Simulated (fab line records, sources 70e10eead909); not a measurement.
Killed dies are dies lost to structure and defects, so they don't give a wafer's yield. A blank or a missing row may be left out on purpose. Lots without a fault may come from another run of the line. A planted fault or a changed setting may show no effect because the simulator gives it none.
Problem report in the 8D (eight disciplines) form, filled by code | flow nand_harc | the parts of the form that need people (team, actions taken, sign-off) are left out

1. THE PROBLEM
time_to_endpoint_s at NHARC_A_M1_CMP_23 reads a mean of 13.2 s on 2 wafers of 2 lots; wafers without a fault read 27.8 s with a standard deviation of 2.2. That is -6.7 standard deviations from the usual mean.
The step: polishes, t overpolish 20 s, target thk 154.34 nm.
First seen on wafer L102.5, day 20 05:04, on cmp-02. The record holds 38 wafers of 13 lots with a number at this step. Rule for "out", or "out of limits": more than 4 standard deviations from the usual mean. The other wafers with a number count as sound.

2. WHAT IT IS AND WHAT IT IS NOT
question                    | is                 | is not
which readings at this step | time_to_endpoint_s | motor_current_A
which lots                  | L102, L105         | L101, L106, L107, L108, L109, L111, L113, L114, L116, L117, L995
which wafers of those lots  | L102.5, L105.5     | L102.2, L105.2, L105.3
read on which tools         | cmp-01, cmp-02     | cmp-03
when                        | from day 20 05:04  | up to then (7 sound wafers); but 29 sound wafers of L105, L106, L107, L108, L109, L111, L113, L114, L116, L117 came after

3. SUSPECTS, AND WHAT RULES EACH OUT
Counting: a tool at a process step up to the reading stays a suspect if it ran every lot that is out. Sound lots after the first of them don't rule it out here, since some wafers of a struck lot are sound.
- ecd_cu-02 at NHARC_A_M1_ECD_22 (material Cu, target thk 400 nm): kept. It ran every lot that is out, first L102 (day 20 04:16); its last sound lot up to then is L101 (day 19 10:58).
Left after counting: ecd_cu-02 at NHARC_A_M1_ECD_22.

4. THE CAUSE (what the simulator had put in)
Process parameter drift: ecd_cu-02, from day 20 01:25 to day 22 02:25, at NHARC_A_M1_ECD_22. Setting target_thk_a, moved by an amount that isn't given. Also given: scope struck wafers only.
Counting left only this tool.

5. THE CHAIN OF EFFECTS, in route order
Each row: a reading whose mean over the struck wafers that have a number lies more than 3 standard deviations from the usual. Only readings for which the record gives a usual standard deviation are gone through. hours: the time from each lot's start at the first step in this table that gives one to its start at this step, as a median over the lots. sigmas: the change in usual standard deviations.
hours | step              | reading            | usual  | on struck wafers | change | sigmas
0     | NHARC_A_M1_CMP_23 | time_to_endpoint_s | 27.8 s | 13.2             | -14.7  | -6.7
The process steps in it:
- NHARC_A_M1_CMP_23: polishes, t overpolish 20 s, target thk 154.34 nm.

6. WHAT WOULD HAVE CAUGHT IT SOONER
In this record the first reading out of limits was taken at day 20 05:04, 4 hours after the fault began at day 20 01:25.
Of the lots that are out (2), L105 began NHARC_A_M1_ECD_22 on ecd_cu-02 after day 20 05:04. A hold on the tool at that time would have spared it.
